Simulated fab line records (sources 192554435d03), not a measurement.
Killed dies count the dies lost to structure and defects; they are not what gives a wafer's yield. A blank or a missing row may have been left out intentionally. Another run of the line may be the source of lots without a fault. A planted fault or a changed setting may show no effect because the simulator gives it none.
fab line records	flow n5-finfet
record: lots: 24	wafers: 72	last-day: 18
route steps=1938 shown BEOL_M1@789
lots that met no fault: from a run of the same line without faults
start-h: the number of hours between the record's first day and the start of the first shown wafer of the lot	wait-h: hours from the lot's prior step to this one	" identical to the entry in the row above	L1.1+2: one row covering several wafers at once	- no value present, or no start provided	* or withheld: withheld	< > ~ a bound
route shown NAME@n: names a module that has steps shown in the file, with the first one's number in the route	usual: average and standard deviation across the fault-free wafers	same: alike in all rows	chamber/n: place in a boat	sites: each site's reading	_std_site: the values' standard deviation	_edge_site: the outer-site mean with the inner-site mean subtracted	radius-mm: for every site, how far away it sits from the centre of the wafer	mask NAME#n: copy n	behind: the most recent tool/chamber to have shaped the wafer	hold: cause of the lot's hold/its duration in hours/its outcome	device: the transistor (n, p or np) that didn't switch	end of line: the route-end tests of the same wafers	a step given without rows: its recipe and nothing more	killed: at the first sort, the dies lost to defects and structure; wafer yield is something else	map: a wafer's dies, marking killed ones x, the rest . and places with no die _
set.NAME: setting as actually run; set.NAME@STEP: the setting as run at that earlier step	model.NAME: the simulator's own value behind a step, which no gauge read
one table for each step of the route and one row for each wafer, over a sample of lots
services: the hour from which a tool's chamber was out of use, counted from the record's first day as start-h (under 0 if before that day), plus the number of hours and why
== steps ==
step: N5_BEOL_M1_DESCUM_33
recipe: chemistry: O2	time-s: 7	source-power-w: 50	bias-power-w: 20	pressure-mtorr: 20	rf-frequency-hz: 2.712e+07	temp-c: 40	resist: CAR-EUV	o2-flow-sccm: 225
usual: drypump-motor-current-A: 5.7/0.59	oes-product-au: 0.80/0.093	rf-vpp-V: 243.0/1.2	showerhead-plenum-p-Torr: 2.08/0.057	throttle-valve-pct: 20.4/0.34
lot.wafer	tool	chamber	start-h	wait-h	drypump-motor-current-A	oes-product-au	rf-hours-counter-h	rf-vpp-V	showerhead-plenum-p-Torr	throttle-valve-pct
L074.1	rie-diel-03	2	130.13	0.0	5.5	0.71	207	241.1	2.01	20.8
L074.4	"	0	"	"	5.0	0.89	51	243.6	2.13	20.0
L074.5	"	1	"	"	5.3	0.76	-	242.2	2.07	20.1
L075.4	rie-diel-03	2	135.19	0.0	5.5	0.70	-	241.8	2.00	20.8
L075.5	"	3	"	"	6.2	0.73	-	245.2	2.18	20.4
L075.6	"	0	"	"	5.0	0.89	-	244.5	2.13	20.0
L076.2	rie-diel-01	3	136.54	0.0	6.4	0.90	43	242.6	2.05	20.3
L076.3	"	0	"	"	4.7	0.91	31	244.1	2.12	20.2
L076.4	"	1	"	"	5.2	0.71	195	242.2	2.07	20.7
L077.1	rie-diel-03	3	142.24	0.0	6.2	0.72	191	245.7	2.18	20.4
L077.2	"	1	"	"	5.3	0.76	159	242.6	2.07	20.1
L077.4	"	2	"	"	5.5	0.69	213	241.7	2.00	20.8
L078.1	rie-diel-01	3	143.41	0.1	6.3	0.90	45	242.2	2.04	20.3
L078.4	"	0	"	"	4.7	0.91	34	244.6	2.12	20.2
L078.6	"	2	"	"	6.1	1.01	-	241.7	2.03	19.8
L079.1	rie-diel-04	1	154.41	0.1	6.5	0.81	97	243.8	2.11	20.4
L079.3	"	2	"	"	5.7	0.90	13	243.0	2.16	20.6
L079.6	"	1	"	"	6.5	0.80	-	242.6	2.11	20.4
L080.3	rie-diel-03	0	158.13	0.2	5.1	0.86	61	241.7	2.12	20.0
L080.4	"	2	"	"	5.5	0.69	218	241.7	2.00	20.8
L080.5	"	1	"	"	5.3	0.75	-	242.6	2.07	20.1
L081.2	rie-diel-01	3	167.40	0.1	6.4	0.89	53	243.3	2.04	20.3
L081.3	"	0	"	"	4.8	0.90	40	243.1	2.11	20.2
L081.5	"	0	"	"	4.7	0.90	-	245.3	2.12	20.2
L082.3	rie-diel-03	1	169.98	0.1	5.3	0.75	168	243.4	2.07	20.1
L082.4	"	3	"	"	6.3	0.73	199	244.2	2.17	20.4
L082.5	"	2	"	"	5.5	0.69	-	240.5	2.00	20.8
L083.2	rie-diel-04	2	176.36	0.0	5.7	0.91	19	243.6	2.16	20.6
L083.5	"	2	"	"	5.7	0.90	-	243.8	2.16	20.6
L083.6	"	1	"	"	6.5	0.80	-	243.8	2.11	20.5
L084.2	rie-diel-04	0	181.25	0.3	5.8	0.66	245	243.8	2.14	21.0
L084.3	"	1	"	"	6.5	0.80	106	244.2	2.11	20.4
L084.6	"	2	"	"	5.7	0.90	-	244.5	2.16	20.6
L085.2	rie-diel-01	2	191.37	0.0	6.1	0.95	19	241.9	2.03	19.8
L085.5	"	3	"	"	6.3	0.88	-	241.9	2.04	20.3
L085.6	"	0	"	"	4.8	0.88	-	243.0	2.11	20.2
L086.1	rie-diel-04	2	196.12	0.1	5.7	0.89	25	242.6	2.16	20.6
L086.3	"	0	"	"	5.7	0.66	250	243.3	2.14	21.0
L086.5	"	1	"	"	6.5	0.79	-	243.6	2.10	20.5
L087.1	rie-diel-04	2	199.53	0.0	5.7	0.87	27	243.9	2.16	20.7
L087.5	"	3	"	"	6.6	0.71	-	242.6	2.01	20.8
L087.6	"	1	"	"	6.5	0.80	-	242.3	2.10	20.4
L088.1	rie-diel-01	3	207.48	0.0	6.3	0.86	64	242.7	2.04	20.3
L088.3	"	0	"	"	4.7	0.89	52	244.2	2.11	20.2
L088.4	"	2	"	"	6.1	0.94	24	243.8	2.03	19.8
L090.2	rie-diel-03	3	217.58	0.0	6.2	0.71	213	244.4	2.17	20.5
L090.3	"	1	"	"	5.3	0.75	181	241.5	2.06	20.2
L090.5	"	3	"	"	6.2	0.71	-	244.7	2.17	20.5
L089.1	rie-diel-01	0	217.68	0.0	4.7	0.88	56	242.5	2.11	20.2
L089.4	"	2	"	"	6.1	0.94	28	243.4	2.02	19.8
L089.5	"	2	"	"	6.1	0.94	-	244.1	2.02	19.8
L091.2	rie-diel-03	3	223.94	0.0	6.2	0.70	215	243.8	2.17	20.5
L091.3	"	1	"	"	5.3	0.74	183	241.9	2.06	20.1
L091.6	"	2	"	"	5.5	0.68	-	242.2	1.99	20.8
L092.1	rie-diel-03	1	230.18	0.0	5.3	0.74	184	242.7	2.06	20.2
L092.2	"	3	"	"	6.2	0.70	217	244.1	2.17	20.5
L092.3	"	2	"	"	5.5	0.67	239	241.4	1.99	20.8
L093.3	rie-diel-01	1	236.15	0.0	5.2	0.70	227	242.0	2.06	20.8
L093.4	"	3	"	"	6.4	0.86	74	242.5	2.03	20.3
L093.6	"	2	"	"	6.1	0.92	-	241.4	2.02	19.8
L094.1	rie-diel-01	2	242.90	0.0	6.1	0.92	36	242.4	2.02	19.8
L094.5	"	3	"	"	6.4	0.85	-	242.7	2.03	20.3
L094.6	"	0	"	"	4.8	0.86	-	243.8	2.11	20.2
L095.2	rie-diel-04	1	248.37	0.0	6.5	0.78	122	243.8	2.10	20.5
L095.3	"	2	"	"	5.7	0.85	44	243.9	2.15	20.7
L095.4	"	0	"	"	5.8	0.93	11	245.0	2.13	20.6
L096.2	rie-diel-01	1	250.89	0.1	5.2	0.69	230	241.2	2.06	20.8
L096.4	"	0	"	"	4.7	0.85	66	244.2	2.11	20.2
L096.6	"	3	"	"	6.4	0.84	-	241.4	2.03	20.3
L097.3	rie-diel-03	2	257.72	0.0	5.5	0.67	247	241.5	1.99	20.8
L097.5	"	1	"	"	5.3	0.73	-	242.9	2.06	20.2
L097.6	"	0	"	"	5.0	0.83	-	242.0	2.11	20.1
step: N5_BEOL_M1_OCD_MEAS_38
usual: trench-depth-nm: 55.1/1.2
lot.wafer	tool	chamber	start-h	wait-h	trench-depth-nm
L074.1	ocd-02	-	134.57	-	54.5
L074.4	"	-	"	"	53.4
L074.5	"	-	"	"	54.1
L076.2	ocd-01	-	137.34	-	54.9
L076.3	"	-	"	"	55.4
L076.4	"	-	"	"	57.0
L075.4	ocd-02	-	137.35	-	54.7
L075.5	"	-	"	"	53.4
L075.6	"	-	"	"	53.3
L077.1	ocd-01	-	143.42	-	55.3
L077.2	"	-	"	"	56.5
L077.4	"	-	"	"	53.1
L078.1	ocd-01	-	144.53	-	53.8
L078.4	"	-	"	"	55.2
L078.6	"	-	"	"	56.1
L079.1	ocd-01	-	157.47	-	55.4
L079.3	"	-	"	"	54.0
L079.6	"	-	"	"	56.5
L080.3	ocd-02	-	162.21	-	56.7
L080.4	"	-	"	"	53.3
L080.5	"	-	"	"	55.2
L081.2	ocd-02	-	168.30	-	55.9
L081.3	"	-	"	"	57.2
L081.5	"	-	"	"	55.3
L082.3	ocd-01	-	171.17	-	55.8
L082.4	"	-	"	"	57.4
L082.5	"	-	"	"	55.9
L083.2	ocd-02	-	178.34	-	54.8
L083.5	"	-	"	"	54.7
L083.6	"	-	"	"	57.4
L084.2	ocd-02	-	184.00	-	54.8
L084.3	"	-	"	"	55.8
L084.6	"	-	"	"	55.0
L085.2	ocd-02	-	194.18	-	55.4
L085.5	"	-	"	"	53.7
L085.6	"	-	"	"	55.6
L086.1	ocd-01	-	197.11	-	53.4
L086.3	"	-	"	"	56.4
L086.5	"	-	"	"	53.5
L087.1	ocd-01	-	207.92	-	55.9
L087.5	"	-	"	"	56.0
L087.6	"	-	"	"	56.8
L088.1	ocd-02	-	211.66	-	54.6
L088.3	"	-	"	"	54.9
L088.4	"	-	"	"	54.4
L090.2	ocd-02	-	218.76	-	55.0
L090.3	"	-	"	"	55.1
L090.5	"	-	"	"	54.5
L089.1	ocd-01	-	219.01	-	54.7
L089.4	"	-	"	"	55.5
L089.5	"	-	"	"	57.0
L091.2	ocd-02	-	225.25	-	57.0
L091.3	"	-	"	"	55.3
L091.6	"	-	"	"	55.1
L092.1	ocd-02	-	235.62	-	55.3
L092.2	"	-	"	"	53.4
L092.3	"	-	"	"	53.4
L093.3	ocd-02	-	241.78	-	55.4
L093.4	"	-	"	"	55.0
L093.6	"	-	"	"	55.3
L094.1	ocd-02	-	246.95	-	55.3
L094.5	"	-	"	"	56.1
L094.6	"	-	"	"	54.7
L095.2	ocd-01	-	252.16	-	54.1
L095.3	"	-	"	"	54.6
L095.4	"	-	"	"	54.0
L096.2	ocd-02	-	252.54	-	53.4
L096.4	"	-	"	"	52.8
L096.6	"	-	"	"	56.0
L097.3	ocd-01	-	261.36	-	55.9
L097.5	"	-	"	"	56.7
L097.6	"	-	"	"	54.8
step: N5_BEOL_M1_PRE_CLEAN_45
recipe: gas: H2/He	time-s: 30	temp-c: 250
usual: heater-power-w: 340/24
lot.wafer	tool	chamber	start-h	wait-h	heater-power-w
L074.1	pvd-sputter-03	-	135.13	0.0	332
L074.4	"	-	"	"	322
L074.5	"	-	"	"	328
L075.4	pvd-sputter-02	-	138.05	0.0	429
L075.5	"	-	"	"	420
L075.6	"	-	"	"	347
L076.2	pvd-sputter-01	-	138.10	0.0	337
L076.3	"	-	"	"	336
L076.4	"	-	"	"	309
L077.1	pvd-sputter-02	-	143.81	0.0	336
L077.2	"	-	"	"	328
L077.4	"	-	"	"	409
L078.1	pvd-sputter-03	-	145.27	0.0	336
L078.4	"	-	"	"	355
L078.6	"	-	"	"	333
L079.1	pvd-sputter-03	-	158.04	0.0	348
L079.3	"	-	"	"	328
L079.6	"	-	"	"	330
L080.3	pvd-sputter-03	-	162.62	0.0	320
L080.4	"	-	"	"	332
L080.5	"	-	"	"	331
L081.2	pvd-sputter-03	-	168.76	0.0	335
L081.3	"	-	"	"	354
L081.5	"	-	"	"	347
L082.3	pvd-sputter-03	-	171.81	0.0	322
L082.4	"	-	"	"	329
L082.5	"	-	"	"	329
L083.2	pvd-sputter-01	-	178.90	0.0	317
L083.5	"	-	"	"	315
L083.6	"	-	"	"	305
L084.2	pvd-sputter-03	-	184.89	0.0	325
L084.3	"	-	"	"	351
L084.6	"	-	"	"	333
L085.2	pvd-sputter-03	-	194.86	0.0	324
L085.5	"	-	"	"	363
L085.6	"	-	"	"	330
L086.1	pvd-sputter-02	-	197.64	0.0	329
L086.3	"	-	"	"	363
L086.5	"	-	"	"	334
L087.1	pvd-sputter-03	-	208.44	0.0	326
L087.5	"	-	"	"	354
L087.6	"	-	"	"	327
L088.1	pvd-sputter-02	-	212.35	0.0	357
L088.3	"	-	"	"	414
L088.4	"	-	"	"	340
L090.2	pvd-sputter-03	-	219.50	0.0	353
L090.3	"	-	"	"	315
L090.5	"	-	"	"	327
L089.1	pvd-sputter-03	-	219.76	0.0	331
L089.4	"	-	"	"	313
L089.5	"	-	"	"	319
L091.2	pvd-sputter-02	-	225.73	0.0	413
L091.3	"	-	"	"	355
L091.6	"	-	"	"	339
L092.1	pvd-sputter-01	-	235.86	0.0	324
L092.2	"	-	"	"	341
L092.3	"	-	"	"	311
L093.3	pvd-sputter-03	-	242.13	0.0	328
L093.4	"	-	"	"	336
L093.6	"	-	"	"	333
L094.1	pvd-sputter-02	-	247.36	0.0	411
L094.5	"	-	"	"	336
L094.6	"	-	"	"	402
L095.2	pvd-sputter-01	-	252.66	0.0	329
L095.3	"	-	"	"	320
L095.4	"	-	"	"	339
L096.2	pvd-sputter-02	-	253.04	0.0	363
L096.4	"	-	"	"	410
L096.6	"	-	"	"	335
L097.3	pvd-sputter-03	-	261.86	0.0	327
L097.5	"	-	"	"	351
L097.6	"	-	"	"	328
step: N5_BEOL_M1_ANNEAL_91
recipe: temp-c: 400	time-s: 240	ambient: vacuum
usual: heater-power-w: 854/76
lot.wafer	tool	chamber	start-h	wait-h	heater-power-w
L074.1	pvd-sputter-02	-	136.97	0.0	1035
L074.4	"	-	"	"	911
L074.5	"	-	"	"	1025
L075.4	pvd-sputter-02	-	139.87	0.0	885
L075.5	"	-	"	"	853
L075.6	"	-	"	"	908
L076.2	pvd-sputter-01	-	139.99	0.0	840
L076.3	"	-	"	"	793
L076.4	"	-	"	"	810
L077.1	pvd-sputter-02	-	145.55	0.0	874
L077.2	"	-	"	"	812
L077.4	"	-	"	"	1030
L078.1	pvd-sputter-03	-	147.20	0.0	801
L078.4	"	-	"	"	873
L078.6	"	-	"	"	798
L079.1	pvd-sputter-03	-	161.58	0.0	803
L079.3	"	-	"	"	811
L079.6	"	-	"	"	809
L080.3	pvd-sputter-01	-	164.42	0.0	793
L080.4	"	-	"	"	763
L080.5	"	-	"	"	828
L081.2	pvd-sputter-01	-	170.58	0.0	826
L081.3	"	-	"	"	818
L081.5	"	-	"	"	805
L082.3	pvd-sputter-03	-	173.79	0.0	789
L082.4	"	-	"	"	811
L082.5	"	-	"	"	784
L083.2	pvd-sputter-03	-	180.85	0.0	828
L083.5	"	-	"	"	813
L083.6	"	-	"	"	884
L084.2	pvd-sputter-03	-	186.91	0.0	822
L084.3	"	-	"	"	803
L084.6	"	-	"	"	800
L085.2	pvd-sputter-02	-	196.94	0.0	871
L085.5	"	-	"	"	827
L085.6	"	-	"	"	897
L086.1	pvd-sputter-02	-	199.42	0.0	848
L086.3	"	-	"	"	896
L086.5	"	-	"	"	1023
L087.1	pvd-sputter-02	-	211.57	0.0	820
L087.5	"	-	"	"	1050
L087.6	"	-	"	"	838
L088.1	pvd-sputter-01	-	214.18	0.0	837
L088.3	"	-	"	"	801
L088.4	"	-	"	"	778
L090.2	pvd-sputter-01	-	221.38	0.0	828
L090.3	"	-	"	"	801
L090.5	"	-	"	"	768
L089.1	pvd-sputter-02	-	221.86	0.0	836
L089.4	"	-	"	"	1015
L089.5	"	-	"	"	1036
L091.2	pvd-sputter-02	-	227.59	0.0	1035
L091.3	"	-	"	"	839
L091.6	"	-	"	"	913
L092.1	pvd-sputter-02	-	239.20	0.0	827
L092.2	"	-	"	"	913
L092.3	"	-	"	"	862
L093.3	pvd-sputter-01	-	243.88	0.0	828
L093.4	"	-	"	"	761
L093.6	"	-	"	"	782
L094.1	pvd-sputter-02	-	249.46	0.0	1061
L094.5	"	-	"	"	858
L094.6	"	-	"	"	913
L095.2	pvd-sputter-02	-	254.36	0.0	817
L095.3	"	-	"	"	892
L095.4	"	-	"	"	841
L096.2	pvd-sputter-01	-	255.03	0.0	772
L096.4	"	-	"	"	820
L096.6	"	-	"	"	833
L097.3	pvd-sputter-02	-	265.28	0.0	846
L097.5	"	-	"	"	892
L097.6	"	-	"	"	825
step: N5_BEOL_M1_SPUTTER_94
recipe: material: Cu	target-thk-a: 45	temp-c: -20	chamber-pressure-pa: 0.07	power-w: withheld	time-s: 8.29
usual: throttle-valve-pct: 30.1/1.2
lot.wafer	tool	chamber	start-h	wait-h	throttle-valve-pct
L074.1	pvd-sputter-02	-	137.33	0.1	27.5
L074.4	"	-	"	"	31.4
L074.5	"	-	"	"	27.5
L075.4	pvd-sputter-02	-	140.23	0.1	31.3
L075.5	"	-	"	"	31.4
L075.6	"	-	"	"	30.9
L076.2	pvd-sputter-01	-	140.35	0.1	31.5
L076.3	"	-	"	"	29.6
L076.4	"	-	"	"	28.6
L077.1	pvd-sputter-02	-	145.91	0.1	31.3
L077.2	"	-	"	"	30.1
L077.4	"	-	"	"	27.5
L078.1	pvd-sputter-03	-	147.59	0.1	29.9
L078.4	"	-	"	"	31.0
L078.6	"	-	"	"	30.5
L079.1	pvd-sputter-03	-	161.94	0.1	29.9
L079.3	"	-	"	"	30.0
L079.6	"	-	"	"	29.6
L080.3	pvd-sputter-01	-	164.78	0.1	28.8
L080.4	"	-	"	"	30.7
L080.5	"	-	"	"	31.5
L081.2	pvd-sputter-01	-	170.94	0.1	31.4
L081.3	"	-	"	"	28.6
L081.5	"	-	"	"	28.7
L082.3	pvd-sputter-03	-	174.15	0.1	29.6
L082.4	"	-	"	"	29.7
L082.5	"	-	"	"	30.2
L083.2	pvd-sputter-03	-	181.21	0.1	29.7
L083.5	"	-	"	"	30.1
L083.6	"	-	"	"	30.8
L084.2	pvd-sputter-03	-	187.27	0.1	29.9
L084.3	"	-	"	"	29.8
L084.6	"	-	"	"	29.6
L085.2	pvd-sputter-02	-	197.30	0.1	31.2
L085.5	"	-	"	"	29.6
L085.6	"	-	"	"	31.0
L086.1	pvd-sputter-02	-	199.78	0.1	30.0
L086.3	"	-	"	"	31.4
L086.5	"	-	"	"	27.6
L087.1	pvd-sputter-02	-	211.93	0.1	29.8
L087.5	"	-	"	"	27.6
L087.6	"	-	"	"	31.2
L088.1	pvd-sputter-01	-	214.54	0.1	31.6
L088.3	"	-	"	"	28.7
L088.4	"	-	"	"	31.1
L090.2	pvd-sputter-01	-	221.74	0.1	31.8
L090.3	"	-	"	"	28.7
L090.5	"	-	"	"	30.9
L089.1	pvd-sputter-02	-	222.22	0.1	31.2
L089.4	"	-	"	"	27.7
L089.5	"	-	"	"	27.7
L091.2	pvd-sputter-02	-	227.95	0.1	27.3
L091.3	"	-	"	"	31.1
L091.6	"	-	"	"	31.1
L092.1	pvd-sputter-02	-	239.56	0.1	30.1
L092.2	"	-	"	"	30.9
L092.3	"	-	"	"	31.2
L093.3	pvd-sputter-01	-	244.24	0.1	31.6
L093.4	"	-	"	"	31.0
L093.6	"	-	"	"	29.6
L094.1	pvd-sputter-02	-	249.82	0.1	27.7
L094.5	"	-	"	"	31.4
L094.6	"	-	"	"	31.2
L095.2	pvd-sputter-02	-	254.72	0.1	29.6
L095.3	"	-	"	"	31.4
L095.4	"	-	"	"	31.1
L096.2	pvd-sputter-01	-	255.39	0.1	30.9
L096.4	"	-	"	"	31.3
L096.6	"	-	"	"	31.6
L097.3	pvd-sputter-02	-	265.64	0.1	29.8
L097.5	"	-	"	"	31.2
L097.6	"	-	"	"	29.8
step: N5_BEOL_M1_ANNEAL_95
recipe: temp-c: 400	time-s: 240	ambient: vacuum
usual: heater-power-w: 855/74
lot.wafer	tool	chamber	start-h	wait-h	heater-power-w
L074.1	pvd-sputter-02	-	137.41	0.0	1048
L074.4	"	-	"	"	890
L074.5	"	-	"	"	1001
L075.4	pvd-sputter-02	-	140.31	0.0	892
L075.5	"	-	"	"	861
L075.6	"	-	"	"	897
L076.2	pvd-sputter-01	-	140.43	0.0	814
L076.3	"	-	"	"	776
L076.4	"	-	"	"	834
L077.1	pvd-sputter-02	-	145.99	0.0	900
L077.2	"	-	"	"	835
L077.4	"	-	"	"	1050
L078.1	pvd-sputter-03	-	147.67	0.0	801
L078.4	"	-	"	"	885
L078.6	"	-	"	"	832
L079.1	pvd-sputter-03	-	162.02	0.0	796
L079.3	"	-	"	"	830
L079.6	"	-	"	"	790
L080.3	pvd-sputter-01	-	164.86	0.0	802
L080.4	"	-	"	"	775
L080.5	"	-	"	"	859
L081.2	pvd-sputter-01	-	171.02	0.0	839
L081.3	"	-	"	"	813
L081.5	"	-	"	"	816
L082.3	pvd-sputter-03	-	174.23	0.0	806
L082.4	"	-	"	"	824
L082.5	"	-	"	"	781
L083.2	pvd-sputter-03	-	181.29	0.0	820
L083.5	"	-	"	"	838
L083.6	"	-	"	"	879
L084.2	pvd-sputter-03	-	187.35	0.0	803
L084.3	"	-	"	"	785
L084.6	"	-	"	"	799
L085.2	pvd-sputter-02	-	197.38	0.0	905
L085.5	"	-	"	"	814
L085.6	"	-	"	"	899
L086.1	pvd-sputter-02	-	199.86	0.0	827
L086.3	"	-	"	"	918
L086.5	"	-	"	"	1045
L087.1	pvd-sputter-02	-	212.01	0.0	822
L087.5	"	-	"	"	1035
L087.6	"	-	"	"	819
L088.1	pvd-sputter-01	-	214.62	0.0	861
L088.3	"	-	"	"	823
L088.4	"	-	"	"	783
L090.2	pvd-sputter-01	-	221.82	0.0	835
L090.3	"	-	"	"	810
L090.5	"	-	"	"	759
L089.1	pvd-sputter-02	-	222.30	0.0	826
L089.4	"	-	"	"	1035
L089.5	"	-	"	"	1020
L091.2	pvd-sputter-02	-	228.03	0.0	1045
L091.3	"	-	"	"	834
L091.6	"	-	"	"	900
L092.1	pvd-sputter-02	-	239.64	0.0	828
L092.2	"	-	"	"	901
L092.3	"	-	"	"	838
L093.3	pvd-sputter-01	-	244.32	0.0	797
L093.4	"	-	"	"	752
L093.6	"	-	"	"	786
L094.1	pvd-sputter-02	-	249.90	0.0	1034
L094.5	"	-	"	"	853
L094.6	"	-	"	"	890
L095.2	pvd-sputter-02	-	254.80	0.0	816
L095.3	"	-	"	"	908
L095.4	"	-	"	"	824
L096.2	pvd-sputter-01	-	255.47	0.0	781
L096.4	"	-	"	"	846
L096.6	"	-	"	"	820
L097.3	pvd-sputter-02	-	265.72	0.0	836
L097.5	"	-	"	"	900
L097.6	"	-	"	"	826
== services ==
tool	chamber	start-h	hours	kind
rie-diel-01	2	107.64	-	clean
rie-diel-01	2	107.64	-	consumable-replace:focus-ring
rie-diel-01	2	107.64	24.5	scheduled-down
rie-diel-01	2	107.64	24.5	vent-cycle
rie-diel-04	1	129.49	9.0	repair
rie-diel-04	0	130.52	10.4	repair
rie-diel-04	1	139.52	4.0	repair
rie-diel-04	0	197.34	-	clean
rie-diel-04	0	197.34	-	consumable-replace:focus-ring
rie-diel-04	0	197.34	18.8	scheduled-down
rie-diel-04	0	197.34	18.8	vent-cycle
rie-diel-04	1	221.30	13.8	repair
rie-diel-01	1	240.27	4.0	repair
== key ==
fault none
